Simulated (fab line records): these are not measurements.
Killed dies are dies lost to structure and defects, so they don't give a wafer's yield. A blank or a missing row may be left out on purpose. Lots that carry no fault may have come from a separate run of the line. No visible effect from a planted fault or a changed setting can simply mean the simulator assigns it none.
Split-lot study | flow n5-finfet | route with 1938 steps; 7 lots, 21 wafers read

THE SPLIT
At N5_BEOL_M7_DESCUM_33 (chemistry O2, time 7 s), the setting time-s was moved away from the recipe's 7 s on 6 of the 21 wafers read, by -20.6% to +18.8%. All remaining wafers had this setting at the recipe value.

FROM THE SPLIT TO THE READING: what the file shows between them, 1 step
- N5_BEOL_M7_ETCH_72: etches underlayer in N2/H2, target depth 6.5 nm, time 5.2 s

THE READING
CAR-EUV_of_BEOL_M7_COAT_22.thk-nm (the simulator's own value, which no gauge read), in nm, at N5_BEOL_M7_ETCH_65 (etches SiARC in CF4, target depth 15.6 nm, time 26 s). The file does not state a usual value for it. The 15 wafers here that ran the recipe average 11.2 nm, standard deviation 0.068 nm.

wafer  | tool, chamber at the split | time-s as run, s | against the recipe | CAR-EUV_of_BEOL_M7_COAT_22.thk-nm, nm | against lot-mates on the recipe
L074.1 | rie-diel-04, 3             | 7                | recipe             | 11.2                                  | -
L074.6 | rie-diel-04, 3             | 7                | recipe             | 11.2                                  | -
L074.3 | rie-diel-04, 0             | 8.317            | +18.8%             | 10.4                                  | -0.8
L080.1 | rie-diel-03, 3,1           | 7                | recipe             | 11.2                                  | -
L080.2 | rie-diel-03, 3,1           | 7                | recipe             | 11.2                                  | -
L080.6 | rie-diel-03, 3             | 5.559            | -20.6%             | 12                                    | +0.8
L087.2 | rie-diel-03, 0             | 6.47             | -7.6%              | 11.4                                  | +0.2
L087.4 | rie-diel-03, 3             | 7                | recipe             | 11.2                                  | -
L087.5 | rie-diel-03, 3             | 7                | recipe             | 11.2                                  | -
L090.1 | rie-diel-03, 2,1,3         | 7                | recipe             | 11.2                                  | -
L090.3 | rie-diel-03, 2,1,3         | 7                | recipe             | 11.2                                  | -
L090.6 | rie-diel-03, 2,1,3         | 7                | recipe             | 11.2                                  | -
L088.2 | rie-diel-03, 0             | 7                | recipe             | 11.2                                  | -
L088.6 | rie-diel-03, 0             | 7                | recipe             | 11.2                                  | -
L088.5 | rie-diel-03, 1             | 7.776            | +11.1%             | 10.8                                  | -0.4
L095.3 | rie-diel-05, 3,2           | 7.489            | +7.0%              | 11                                    | -0.2
L095.6 | rie-diel-05, 3,2           | 7.489            | +7.0%              | 11                                    | -0.2
L095.4 | rie-diel-05, 1             | 7                | recipe             | 11.2                                  | -
L093.1 | rie-diel-04, 3,1,3         | 7                | recipe             | 11.2                                  | -
L093.4 | rie-diel-04, 3,1,3         | 7                | recipe             | 11                                    | -
L093.6 | rie-diel-04, 3,1,3         | 7                | recipe             | 11                                    | -
If several chambers appear in one row, that row covers several wafers at once and the file leaves open which wafer was in which chamber.

THE FIT
A straight line over all 21 wafers: CAR-EUV_of_BEOL_M7_COAT_22.thk-nm changes by -0.0379 nm for each +1% of time-s; r = -0.97; the points scatter about the line by 0.071 nm.
The same after taking each lot's own level away (the mean of its wafers on the recipe; 21 wafers): -0.0381 nm for each +1%; r = -0.98; scatter 0.052 nm.
According to that fit, moving time-s by its largest amount changes the reading by 0.79 nm.
Across the lots, their own levels run from 11.07 to 11.20 nm, a range of 2.0 times the standard deviation given above.
The two slopes are in agreement: the lot-to-lot level therefore moves the slope only a little.
Check: +0.771 nm against its lot-mates is what the line predicts for one of the wafers moved furthest among these (-20.6%) when that wafer is left out of the fit. Against them it came out at +0.8 nm.

THE WHOLE CHAIN: every reading that the file lists as answering this split, in the file's order
step                 | what it does                                                | reading                                                                            | change (the file's fit)                | r (the file's)
N5_BEOL_M7_DESCUM_33 | chemistry O2, time 7 s                                      | CAR-EUV_of_BEOL_M7_COAT_22.thk-nm (the simulator's own value, which no gauge read) | -0.0375 nm for each +1% of the setting | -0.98
N5_BEOL_M7_ETCH_72   | etches underlayer in N2/H2, target depth 6.5 nm, time 5.2 s | CAR-EUV_of_BEOL_M7_COAT_22.thk-nm (the simulator's own value, which no gauge read) | -0.0345 nm for each +1% of the setting | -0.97
N5_BEOL_M7_ETCH_65   | etches SiARC in CF4, target depth 15.6 nm, time 26 s        | CAR-EUV_of_BEOL_M7_COAT_22.thk-nm (the simulator's own value, which no gauge read) | -0.0386 nm for each +1% of the setting | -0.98

FILE'S OWN FIT
CAR-EUV_of_BEOL_M7_COAT_22.thk-nm changes by -0.0386 nm for each +1% of time-s, r = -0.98.
